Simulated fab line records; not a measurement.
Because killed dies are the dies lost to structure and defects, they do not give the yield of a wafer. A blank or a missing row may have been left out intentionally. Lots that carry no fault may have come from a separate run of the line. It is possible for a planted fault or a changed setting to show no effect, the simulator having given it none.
What tool caused it? + flow n5-finfet + 33 wafers from 11 lots sampled at 5 of the route's 1938 steps

WHAT THE GAUGES READ, wafer by wafer
N5_BEOL_M7_CD_MEAS_18: pitch 80 nm, target cd 40 nm.
| lot  | measured     | on        | cd-nm (nm)     |
|------|--------------|-----------|----------------|
| L076 | day 9 13:14  | cd-sem-03 | 40.0 39.8 40.5 |
| L078 | day 9 17:27  | cd-sem-01 | 38.9 39.7 39.3 |
| L080 | day 10 11:06 | cd-sem-02 | 39.2 39.7 39.4 |
| L081 | day 10 16:03 | cd-sem-01 | 39.6 39.5 40.0 |
| L084 | day 11 08:48 | cd-sem-03 | 40.4 40.3 40.2 |
| L087 | day 12 04:48 | cd-sem-03 | 39.5 40.0 39.8 |
| L089 | day 12 09:22 | cd-sem-02 | 39.7 39.3 40.0 |
| L090 | day 12 14:47 | cd-sem-02 | 39.9 39.6 39.6 |
| L092 | day 13 09:49 | cd-sem-01 | 40.0 39.9 39.9 |
| L093 | day 13 17:34 | cd-sem-03 | 40.2 39.6 40.6 |
| L096 | day 14 04:22 | cd-sem-03 | 40.0 40.0 39.6 |

TOOL THAT RAN EACH LOT (tool first, then ch and the chambers of the sampled wafers, then the start)
| lot  | N5_BEOL_M6_ETCH_65                 | N5_BEOL_M6_VIA_ETCH_34             | N5_BEOL_M6_SPUTTER_48        | N5_BEOL_M7_HM_OPEN_17             |
|------|------------------------------------|------------------------------------|------------------------------|-----------------------------------|
| L076 | rie-diel-05 ch 0,2,3, day 9 05:43  | rie-diel-05 ch 0,2,3, day 9 05:51  | pvd-sputter-01, day 9 08:18  | rie-metal-03 ch 0,1, day 9 13:02  |
| L078 | rie-diel-05 ch 0,2,3, day 9 12:11  | rie-diel-05 ch 0,2,3, day 9 12:19  | pvd-sputter-02, day 9 13:49  | rie-metal-03 ch 0,1, day 9 17:16  |
| L080 | rie-diel-05 ch 2,3, day 10 05:28   | rie-diel-05 ch 2,3, day 10 05:35   | pvd-sputter-01, day 10 07:13 | rie-metal-02 ch 0,1, day 10 10:55 |
| L081 | rie-diel-04 ch 1,2,3, day 10 11:01 | rie-diel-04 ch 1,2,3, day 10 11:08 | pvd-sputter-02, day 10 13:14 | rie-metal-02 ch 0,1, day 10 15:50 |
| L084 | rie-diel-04 ch 2,3, day 11 02:23   | rie-diel-04 ch 2,3, day 11 02:31   | pvd-sputter-02, day 11 05:25 | rie-metal-03 ch 0,1, day 11 08:37 |
| L087 | rie-diel-04 ch 0,1, day 11 20:19   | rie-diel-04 ch 0,1, day 11 20:27   | pvd-sputter-01, day 11 22:21 | rie-metal-02 ch 1, day 12 04:30   |
| L089 | rie-diel-04 ch 0,2,3, day 12 02:26 | rie-diel-04 ch 0,2,3, day 12 02:34 | pvd-sputter-01, day 12 04:32 | rie-metal-03 ch 0,1, day 12 09:05 |
| L090 | rie-diel-05 ch 0,3, day 12 09:01   | rie-diel-05 ch 0,3, day 12 09:09   | pvd-sputter-03, day 12 11:18 | rie-metal-01 ch 0,1, day 12 14:36 |
| L092 | rie-diel-01 ch 0,1,2, day 13 04:23 | rie-diel-01 ch 0,1,2, day 13 04:31 | pvd-sputter-03, day 13 06:10 | rie-metal-03 ch 0,1, day 13 09:40 |
| L093 | rie-diel-01 ch 2,3, day 13 08:32   | rie-diel-01 ch 2,3, day 13 08:40   | pvd-sputter-03, day 13 12:08 | rie-metal-03 ch 0,1, day 13 17:23 |
| L096 | rie-diel-05 ch 0,1, day 13 23:41   | rie-diel-05 ch 0,1, day 13 23:49   | pvd-sputter-01, day 14 01:23 | rie-metal-03 ch 0,1, day 14 04:10 |
- N5_BEOL_M6_ETCH_65: etches SiARC in CF4, target depth 15.6 nm, time 26 s.
- N5_BEOL_M6_VIA_ETCH_34: etches SiCOH lowk in C4F6/O2, target depth 126.3 nm, time 50.9 s.
- N5_BEOL_M6_SPUTTER_48: material Cu, target thk 10 nm, time 1.667 s.
- N5_BEOL_M7_HM_OPEN_17: chemistry Cl2/BCl3, target TiN, target depth 20 nm, overetch 6 nm.

THE ANSWER, worked out from the rows above alone
Rule: the lots themselves supply what counts as usual. Put in order of their means at a reading, lots are off if they are a third of the lots or fewer, leave a main group of 4 or more, and stand apart from it by a gap of 3 or more times the standard deviation of the main group's means; of several such gaps the widest counts. If all means in a main group match to the digits the tables above print for the reading, that group is not used. A lot without any number at a reading at which 4 lots or more have one is off too. Where the step has rows for the other lots, those lots are counted as sound.
Nothing can be told from this: no lot is off at any reading shown.

WHAT THE SIMULATOR PUT IN
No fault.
